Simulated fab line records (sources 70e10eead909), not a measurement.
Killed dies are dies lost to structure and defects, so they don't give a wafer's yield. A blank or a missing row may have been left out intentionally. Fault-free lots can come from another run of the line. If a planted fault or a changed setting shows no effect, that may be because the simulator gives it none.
fab line records	flow nand-harc	part 2 of 2: steps 26 to 34 of 34
[record] lots = 5	wafers = 15	last-day = 25
route steps=1159 shown A_CONTACT@953 A_BLC@964
lots that met no fault: from a run of the same line without faults
start-h: the number of hours between the record's first day and the start of the first shown wafer of the lot	wait-h: hours elapsed since this lot's preceding step	" same as the row above	L1.1+2: a row that stands for several wafers	- no value present, or no start provided	* or withheld: withheld	< > ~ a bound
route shown NAME@n: a module of which the file shows steps, and the number in the route of the first	usual: mean and standard deviation over wafers with no fault	same: alike in all rows	chamber/n: place in a boat	sites: each site's reading	_std_site: the standard deviation of these	_edge_site: the outer-site mean with the inner-site mean subtracted	radius-mm: for every site, how far away it sits from the centre of the wafer	mask NAME#n: copy n	behind: the most recent tool/chamber to have shaped the wafer	hold: why the lot went on hold/how many hours it stayed there/how the hold came to an end	device: transistor that didn't switch, given as n, p or np	end of line: at the end of the route, the tests of the same wafers	for a step that has no rows: nothing shown but its recipe	killed: dies lost to structure and defects at the first sort, not the wafer's yield	map: per-die view of a wafer (x killed, . not killed, _ where there is no die)
set.NAME: the setting as run; set.NAME@STEP: as run at that earlier step	model.NAME: the simulator's own value behind a step, which no gauge read
lots at selected steps of the route; one table per step, one row per wafer
services: the hour from which a tool's chamber was out of use, counted from the record's first day as start-h (under 0 if before that day), plus the number of hours and why
[[steps]]
[step NHARC_A_BLC_ETCH_17]
[recipe] target-depth-a = 3900	over-etch-frac = 0.25	time-s = 609.38	ion-energy-ev = 200	n2-flow-sccm = 150	h2-flow-sccm = 150	ar-flow-sccm = 0	rf-w = 400	bias-w = 150	chemistry = N2/H2
[usual] drypump-motor-current-A = 5.8/0.39	h2-flow-sccm = 150.0/0.43	oes-product-au = 1.003/0.0071	rf-vpp-V = 430.6/1.9	showerhead-plenum-p-Torr = 2.04/0.069	throttle-valve-pct = 14.171/0.0081
lot.wafer	tool	chamber	start-h	wait-h	drypump-motor-current-A	h2-flow-sccm	oes-product-au	rf-hours-counter-h	rf-vpp-V	showerhead-plenum-p-Torr	throttle-valve-pct
L074.1	rie-diel-09	0	-	-	5.3	148.9	0.989	15	428.0	1.90	14.169
L074.5	"	1	"	"	6.1	150.2	0.990	-	430.0	2.05	14.174
L074.6	"	2	"	"	6.0	150.0	0.989	-	432.6	2.05	14.175
L081.4	rie-diel-09	2	-	-	6.0	150.7	1.001	16	431.9	2.05	14.166
L081.2	"	3	"	"	5.7	150.0	0.998	17	431.6	2.09	14.164
L081.6	"	2	"	"	6.0	150.5	0.997	-	430.9	2.05	14.188
L083.4	rie-diel-04	3	-	-	5.9	149.5	1.005	15	431.5	2.01	14.168
L083.3	"	0	"	"	5.4	150.1	1.006	15	431.2	2.07	14.165
L083.2	"	1	"	"	6.2	150.3	1.008	15	429.9	2.02	14.160
L093.1	rie-diel-13	0	-	-	4.7	150.5	1.011	15	432.9	2.13	14.169
L093.4	"	1	"	"	6.2	150.4	0.996	17	432.2	2.09	14.171
L093.5	"	0	"	"	4.7	150.0	1.009	-	434.0	2.13	14.177
L097.1	rie-diel-04	2	-	-	5.5	149.1	1.000	6	429.1	1.98	14.181
L097.4	"	3	"	"	5.9	150.4	1.006	6	429.0	2.01	14.175
L097.5	"	0	"	"	5.5	150.3	0.998	-	432.0	2.07	14.171
[step NHARC_A_BLC_ETCH_18]
[recipe] target-depth-a = 9100	c4f8-flow-sccm = 20	o2-flow-sccm = 10	ar-flow-sccm = withheld	rf-w = 600	bias-w = 1500	chemistry = C4F8/O2/Ar
[usual] oes-product-au = 0.954/0.023	rf-vpp-V = 978/4.5
lot.wafer	tool	chamber	start-h	wait-h	oes-product-au	rf-hours-counter-h	rf-vpp-V
L074.1	rie-diel-09	3	-	-	0.963	15	981
L074.5	"	2	"	"	0.975	-	978
L074.6	"	3	"	"	0.972	-	982
L081.4	rie-diel-09	0	-	-	0.917	17	969
L081.2	"	2	"	"	0.916	17	980
L081.6	"	3	"	"	0.920	-	982
L083.2	rie-diel-04	3	-	-	0.961	15	978
L083.4	"	0	"	"	0.950	15	980
L083.3	"	2	"	"	0.959	16	975
L093.4	rie-diel-13	3	-	-	0.915	12	988
L093.1	"	1	"	"	0.916	17	982
L093.5	"	2	"	"	0.927	-	986
L097.1	rie-diel-04	3	-	-	0.936	6	977
L097.4	"	0	"	"	0.930	6	981
L097.5	"	2	"	"	0.929	-	973
[step NHARC_A_BLC_CD_MEAS_19]
[usual] cd-nm = 99.8/1.7
lot.wafer	tool	chamber	start-h	wait-h	cd-nm
L074.1	cd-sem-02	-	408.68	-	103.5
L074.5	"	-	"	"	100.9
L074.6	"	-	"	"	101.8
L081.2	cd-sem-01	-	430.88	-	99.9
L081.4	"	-	"	"	99.8
L081.6	"	-	"	"	101.5
L083.2	cd-sem-03	-	449.09	-	99.2
L083.3	"	-	"	"	98.8
L083.4	"	-	"	"	99.0
L093.1	cd-sem-02	-	511.67	-	101.8
L093.4	"	-	"	"	100.4
L093.5	"	-	"	"	99.4
L097.1	cd-sem-03	-	549.92	-	97.7
L097.4	"	-	"	"	99.7
L097.5	"	-	"	"	97.8
[step NHARC_A_BLC_STRIP_29]
[recipe] cf4-flow-sccm = 150	ar-flow-sccm = 0	bias-w = 0	chemistry = CF4
[usual] drypump-motor-current-A = 5.7/0.37	oes-product-au = 1.000/0.0079	rf-vpp-V = 59.4/0.85	showerhead-plenum-p-Torr = 1.76/0.061	throttle-valve-pct = 13.284/0.0082
lot.wafer	tool	chamber	start-h	wait-h	drypump-motor-current-A	oes-product-au	rf-hours-counter-h	rf-vpp-V	showerhead-plenum-p-Torr	throttle-valve-pct
L074.1	rie-diel-09	2	408.78	0.1	6.0	1.002	14	58.7	1.78	13.294
L074.6	"	1	"	"	6.1	0.995	-	58.0	1.77	13.281
L074.5	"	2	"	"	6.0	1.000	-	59.5	1.78	13.279
L081.2	rie-diel-04	0	430.96	0.1	5.4	1.007	12	59.2	1.79	13.282
L081.4	"	2	"	"	5.4	1.007	13	58.2	1.73	13.285
L081.6	"	1	"	"	6.2	1.006	-	59.3	1.76	13.291
L083.2	rie-diel-09	2	449.17	0.1	6.0	0.993	1	59.2	1.78	13.282
L083.4	"	0	"	"	5.3	1.018	1	58.7	1.66	13.281
L083.3	"	1	"	"	6.1	1.014	1	58.9	1.77	13.294
L093.1	rie-diel-04	0	511.76	0.1	5.5	1.006	4	59.5	1.79	13.300
L093.4	"	1	"	"	6.2	0.993	4	58.7	1.75	13.288
L093.5	"	2	"	"	5.4	1.012	-	58.2	1.72	13.289
L097.1	rie-diel-09	0	550.01	0.1	5.3	1.007	10	57.8	1.65	13.288
L097.4	"	2	"	"	5.9	0.985	11	59.2	1.77	13.284
L097.5	"	0	"	"	5.3	1.005	-	59.4	1.65	13.289
[step NHARC_A_BLC_STRIP_21]
[recipe] o2-flow-sccm = 500	ar-flow-sccm = 0	bias-w = 0	chemistry = O2
[usual] drypump-motor-current-A = 5.8/0.35	oes-product-au = 0.999/0.008	rf-vpp-V = 57.8/0.89	showerhead-plenum-p-Torr = 3.52/0.12	throttle-valve-pct = 17.036/0.0087
lot.wafer	tool	chamber	start-h	wait-h	drypump-motor-current-A	oes-product-au	rf-hours-counter-h	rf-vpp-V	showerhead-plenum-p-Torr	throttle-valve-pct
L074.1	rie-diel-09	1	408.91	0.1	6.1	1.000	15	58.8	3.54	17.047
L074.5	"	2	"	"	6.0	0.996	-	58.0	3.55	17.034
L074.6	"	3	"	"	5.7	1.000	-	56.4	3.61	17.037
L081.4	rie-diel-04	3	431.07	0.1	6.0	1.006	12	56.9	3.49	17.048
L081.2	"	0	"	"	5.5	1.022	12	58.0	3.58	17.031
L081.6	"	0	"	"	5.5	1.012	-	57.6	3.58	17.049
L083.2	rie-diel-09	3	449.27	0.1	5.7	0.990	1	57.9	3.61	17.027
L083.3	"	1	"	"	6.1	0.999	1	56.3	3.53	17.027
L083.4	"	2	"	"	6.0	0.998	1	57.6	3.55	17.033
L093.4	rie-diel-04	0	511.87	0.1	5.5	0.998	4	58.4	3.57	17.025
L093.1	"	1	"	"	6.2	0.996	4	57.5	3.50	17.035
L093.5	"	3	"	"	5.9	0.996	-	57.8	3.49	17.047
L097.4	rie-diel-09	2	550.10	0.1	6.0	0.987	11	57.7	3.54	17.043
L097.1	"	0	"	"	5.3	0.994	10	57.6	3.30	17.034
L097.5	"	2	"	"	6.0	0.975	-	58.5	3.54	17.033
[step NHARC_A_BLC_STRIP_22]
[recipe] time-s = 600	temp-c = 30	chemistry = post-etch-residue-remover
lot.wafer	tool	chamber	start-h	wait-h
L074.5+6+1	wet-bench-04	6,0,1	409.03	-
L081.6+2+4	wet-bench-04	7,1,3	431.22	-
L083.4+3+2	wet-bench-04	6,7,0	449.44	-
L093.5+1+4	wet-bench-05	7,0,1	512.00	-
L097.4+1+5	wet-bench-04	3,5,0	550.25	-
[step NHARC_A_BLC_DEGAS_30]
[recipe] temp-c = 300	time-s = 60
[usual] heater-power-w = 438/40
lot.wafer	tool	chamber	start-h	wait-h	heater-power-w
L074.1	pvd-sputter-01	-	409.32	-	472
L074.6	"	-	"	"	468
L074.5	"	-	"	"	523
L081.2	pvd-sputter-03	-	431.49	-	405
L081.4	"	-	"	"	383
L081.6	"	-	"	"	414
L083.2	pvd-sputter-03	-	449.78	-	400
L083.3	"	-	"	"	450
L083.4	"	-	"	"	448
L093.1	pvd-sputter-03	-	512.31	-	390
L093.4	"	-	"	"	397
L093.5	"	-	"	"	396
L097.4	pvd-sputter-03	-	550.53	-	393
L097.1	"	-	"	"	461
L097.5	"	-	"	"	399
[step NHARC_A_BLC_PRE_CLEAN_31]
[recipe] time-s = 15	bias-v = 250	gas = Ar
[usual] bias-v = 250.2/2.6
lot.wafer	tool	chamber	start-h	wait-h	bias-v
L074.1	pvd-sputter-01	-	-	-	250.5
L074.5	"	-	"	"	247.8
L074.6	"	-	"	"	248.7
L081.4	pvd-sputter-03	-	-	-	249.2
L081.2	"	-	"	"	248.0
L081.6	"	-	"	"	249.5
L083.2	pvd-sputter-03	-	-	-	250.9
L083.4	"	-	"	"	247.8
L083.3	"	-	"	"	252.1
L093.1	pvd-sputter-03	-	-	-	251.4
L093.4	"	-	"	"	246.8
L093.5	"	-	"	"	254.8
L097.1	pvd-sputter-03	-	-	-	248.0
L097.4	"	-	"	"	252.2
L097.5	"	-	"	"	246.5
[step NHARC_A_BLC_PVD_32]
[recipe] target-thk-a = 50	chamber-pressure-pa = 5	power-w = 5000	substrate-temp-c = 200	time-s = 17.7	material = Ti
[usual] throttle-valve-pct = 29.6/1.2
lot.wafer	tool	chamber	start-h	wait-h	throttle-valve-pct
L074.1	pvd-sputter-01	-	-	-	30.1
L074.5	"	-	"	"	29.9
L074.6	"	-	"	"	29.7
L081.2	pvd-sputter-03	-	-	-	28.5
L081.4	"	-	"	"	30.7
L081.6	"	-	"	"	28.3
L083.2	pvd-sputter-03	-	-	-	28.4
L083.4	"	-	"	"	29.9
L083.3	"	-	"	"	28.1
L093.1	pvd-sputter-03	-	-	-	29.5
L093.4	"	-	"	"	30.6
L093.5	"	-	"	"	28.2
L097.1	pvd-sputter-03	-	-	-	28.1
L097.4	"	-	"	"	29.8
L097.5	"	-	"	"	29.8
[[services]]
tool	chamber	start-h	hours	kind
pvd-sputter-03	-	378.08	4.6	repair
rie-diel-12	-	380.36	9.0	pm
pvd-sputter-01	-	388.55	9.6	repair
cvd-w-01	-	393.28	0.3	repair
rie-diel-12	1	404.57	12.5	repair
rie-diel-02	2	421.46	9.2	repair
rie-diel-09	-	431.11	9.0	pm
rie-diel-02	3	431.41	25.1	repair
rie-diel-13	-	433.34	0.6	repair
litho-track-01	-	443.00	7.0	pm
rie-diel-13	-	453.21	9.0	pm
pvd-sputter-03	-	458.23	10.0	pm
rie-diel-09	1	458.80	6.5	repair
rie-diel-01	-	465.37	0.4	repair
rie-diel-04	-	465.90	9.0	pm
litho-track-06	-	467.00	7.0	pm
rie-diel-12	-	477.69	0.4	repair
rie-diel-01	1	482.87	4.4	repair
rie-diel-01	-	491.82	9.0	pm
wet-bench-06	-	492.60	2.5	repair
rie-diel-02	-	504.83	9.0	pm
wet-bench-06	-	513.65	8.0	pm
wet-bench-04	-	515.20	8.0	pm
rie-diel-09	0	527.71	18.4	repair
